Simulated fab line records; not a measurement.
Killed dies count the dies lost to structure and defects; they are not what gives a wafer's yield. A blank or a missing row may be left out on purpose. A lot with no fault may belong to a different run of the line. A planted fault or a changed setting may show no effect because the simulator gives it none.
Matching of chambers -- flow nand harc -- NHARC_P_M2_DEP_00 on pecvd-02 has 3 sister chambers
The step deposits SiOC, target thk 182.5 nm. 16 wafers are shown with their chamber, then 8 later ones without.

WAFERS PAIRED WITH THEIR CHAMBERS
wafer,chamber,rf fwd power W (W)
L868.2,2,600.1
L868.3,1,599.1
L868.4,2,598.8
L869.3,2,596.1
L869.4,2,597.9
L869.6,0,601.2
L872.1,2,594.6
L872.2,1,598.6
L872.4,2,597.3
L877.1,1,600.2
L877.3,2,594.5
L877.6,0,600.3
L886.4,1,599.1
L886.5,0,599.8
L886.6,2,598.3
L888.4,2,599.4

SIGNATURES (means of the wafers above)
reading,chamber 0,chamber 1,chamber 2,scatter within a chamber
rf fwd power W,600.433,599.250,597.444,1.63
Rule: for a wafer and a chamber, the distance is found by dividing, reading by reading, the gap between the wafer's reading and the chamber's mean by the reading's scatter, squaring, summing and taking the root. The wafer belongs to the nearest chamber; if the next one is less than 2 further off, it can't be placed. The scatter is the square root of a quotient: the sum, over the shown wafers, of each reading's squared deviation from its chamber's mean, divided by wafers minus chambers.

WAFERS MISSING THEIR CHAMBER
wafer,rf fwd power W (W)
L888.5,597.4
L888.6,598.4
L889.1,600.8
L889.2,599.5
L889.4,599.9
L891.1,599.8
L891.2,600.0
L891.4,595.6

CHAMBER TAKEN BY EACH
wafer,from the rows above,in truth
L888.5,can't be placed: 2 or 1 or 0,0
L888.6,can't be placed: 1 or 2 or 0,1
L889.1,can't be placed: 0 or 1 or 2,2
L889.2,can't be placed: 1 or 0 or 2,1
L889.4,can't be placed: 0 or 1 or 2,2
L891.1,can't be placed: 1 or 0 or 2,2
L891.2,can't be placed: 0 or 1 or 2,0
L891.4,can't be placed: 2 or 1 or 0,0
Correct placement for 0 of the 8. Cannot be placed on the basis of these rows: 8; the candidates contain the true chamber in 8. Placed wrongly: 0.
